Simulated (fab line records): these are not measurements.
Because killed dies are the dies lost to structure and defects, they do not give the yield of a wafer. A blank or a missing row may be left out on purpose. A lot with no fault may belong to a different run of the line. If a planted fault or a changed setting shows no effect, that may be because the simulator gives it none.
Split-lot experiment ; flow n5-finfet ; 7 lots, 33 wafers read, on a route of 1938 steps

THE SPLIT
At N5_BEOL_M9_ETCH_62 (etches SOC in N2/H2, target depth 110 nm, overetch 22 nm, time 165 s), the setting time-s was moved away from the recipe's 165 s on 12 of the 33 wafers read, by -24.0% to +52.8%. For the rest of the wafers, this setting stayed at what the recipe calls for.

FROM THE SPLIT TO THE READING: what the file shows between them, 9 steps
- N5_BEOL_M9_STRIP_68: strips in N2/H2
- N5_BEOL_M9_STRIP_67: strips in CF4
- N5_BEOL_M9_HM_OPEN_17: chemistry Cl2/BCl3, target TiN, target depth 20 nm, overetch 6 nm
- N5_BEOL_M9_STRIP_19: strips in O2
- N5_BEOL_M9_CD_MEAS_18: pitch 140 nm, target cd 70 nm
- N5_BEOL_M9_COAT_63: time 60 s, resist thk 60 nm
- N5_BEOL_M9_COAT_64: time 60 s, resist thk 12 nm
- N5_BEOL_M9_PRECLEAN_42: cleans in residue remover, time 60 s
- N5_BEOL_M9_SRD_43: time 30 s

THE READING
cd-nm, in nm, at N5_BEOL_M9_CD_MEAS_35 (target cd 70 nm, target cd y 40 nm). A value of 70.1 nm with a standard deviation of 0.59 nm is what fault-free wafers of this fab line usually give.

wafer;tool, chamber at the split;time-s as run, s;against the recipe;cd-nm, nm;against lot-mates on the recipe
L074.1;rie-diel-01, 2;219.6;+33.1%;71.7;+1.5
L074.2;rie-diel-01, 0;165;recipe;70.3;-
L074.3;rie-diel-01, 3;219.6;+33.1%;71.4;+1.2
L074.4;rie-diel-01, 3;165;recipe;69.6;-
L074.5;rie-diel-01, 2;219.6;+33.1%;71.8;+1.6
L074.6;rie-diel-01, 0;165;recipe;70.6;-
L081.2;rie-diel-01, 1;165;recipe;70.4;-
L081.3;rie-diel-01, 0;165;recipe;70.0;-
L081.5;rie-diel-01, 1;165;recipe;69.6;-
L084.1;rie-diel-03, 1;252.2;+52.8%;71.5;+1.8
L084.2;rie-diel-03, 2;165;recipe;69.7;-
L084.3;rie-diel-03, 3;165;recipe;69.5;-
L084.4;rie-diel-03, 0;252.2;+52.8%;72.1;+2.4
L084.5;rie-diel-03, 0;252.2;+52.8%;72.1;+2.4
L084.6;rie-diel-03, 1;165;recipe;69.8;-
L085.1;rie-diel-04, 1;228.8;+38.7%;71.3;+1.0
L085.2;rie-diel-04, 2;165;recipe;69.9;-
L085.3;rie-diel-04, 0;165;recipe;70.8;-
L085.4;rie-diel-04, 3;228.8;+38.7%;71.8;+1.5
L085.5;rie-diel-04, 3;165;recipe;70.3;-
L085.6;rie-diel-04, 0;228.8;+38.7%;72.0;+1.7
L090.1;rie-diel-04, 1;165;recipe;69.7;-
L090.3;rie-diel-04, 2;165;recipe;69.7;-
L090.5;rie-diel-04, 2;165;recipe;70.6;-
L096.1;rie-diel-04, 0;165;recipe;70.8;-
L096.4;rie-diel-04, 3;165;recipe;70.6;-
L096.5;rie-diel-04, 3;165;recipe;70.6;-
L095.1;rie-diel-01, 1;125.4;-24.0%;69.4;-1.1
L095.2;rie-diel-01, 2;165;recipe;71.3;-
L095.3;rie-diel-01, 3;165;recipe;70.0;-
L095.4;rie-diel-01, 0;125.4;-24.0%;69.2;-1.3
L095.5;rie-diel-01, 3;165;recipe;70.2;-
L095.6;rie-diel-01, 0;125.4;-24.0%;69.9;-0.6

FIT RESULTS
A straight line over all 33 wafers: cd-nm changes by +0.0351 nm for each +1% of time-s; r = +0.87; the points scatter about the line by 0.45 nm.
The same after taking each lot's own level away (the mean of its wafers on the recipe; 33 wafers): +0.0409 nm for each +1%; r = +0.93; scatter 0.35 nm.
Per that fit: largest time-s move, reading shift of 2.2 nm.
Measured against the standard deviation above, the lots' own levels, which go from 69.67 to 70.67 nm, span 1.7 times it.
So the lot-to-lot level changes the slope: the two fits differ.
Check: +2.22 nm against its lot-mates is what the line predicts for one of the wafers moved furthest among these (+52.8%) when that wafer is left out of the fit. It came out at +1.83 nm against them.

THE OTHER SPLITS THESE WAFERS WENT THROUGH
Before the reading, these wafers also passed through other splits. Each is held against what the fit with the lots' levels taken away leaves over:
other split on the same wafers;wafers away from the commonest value;r with cd-nm (lot level and that fit taken away)
N5_BEOL_M6_TRENCH_ETCH_37 time-s;13;+0.00

THE WHOLE CHAIN: every reading that the file lists as answering this split, in the file's order
step;what it does;reading;change (the file's fit);r (the file's)
N5_BEOL_M9_ETCH_62;etches SOC in N2/H2, target depth 110 nm, overetch 22 nm, time 165 s;etch.depth-nm (the simulator's own value, which no gauge read);not straight: 56.57 at the lowest setting, 100.2 at the recipe, 99.94 at the highest;not given
N5_BEOL_M9_ETCH_62;etches SOC in N2/H2, target depth 110 nm, overetch 22 nm, time 165 s;SiARC_of_BEOL_M9_COAT_60.thk-nm (the simulator's own value, which no gauge read);-0.0654 nm for each +1% of the setting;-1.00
N5_BEOL_M9_ETCH_62;etches SOC in N2/H2, target depth 110 nm, overetch 22 nm, time 165 s;BEOL_M9.cd-offset-nm (the simulator's own value, which no gauge read);+0.0309 nm for each +1% of the setting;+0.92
N5_BEOL_M9_HM_OPEN_17;chemistry Cl2/BCl3, target TiN, target depth 20 nm, overetch 6 nm;BEOL_M9.cd-offset-nm (the simulator's own value, which no gauge read);+0.0325 nm for each +1% of the setting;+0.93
N5_BEOL_M9_CD_MEAS_18;pitch 140 nm, target cd 70 nm;cd-nm;+0.039 nm for each +1% of the setting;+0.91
N5_BEOL_M9_CD_MEAS_35;target cd 70 nm, target cd y 40 nm;cd-nm;+0.0411 nm for each +1% of the setting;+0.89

FILE'S OWN FIT
cd-nm changes by +0.0411 nm for each +1% of time-s, r = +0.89.
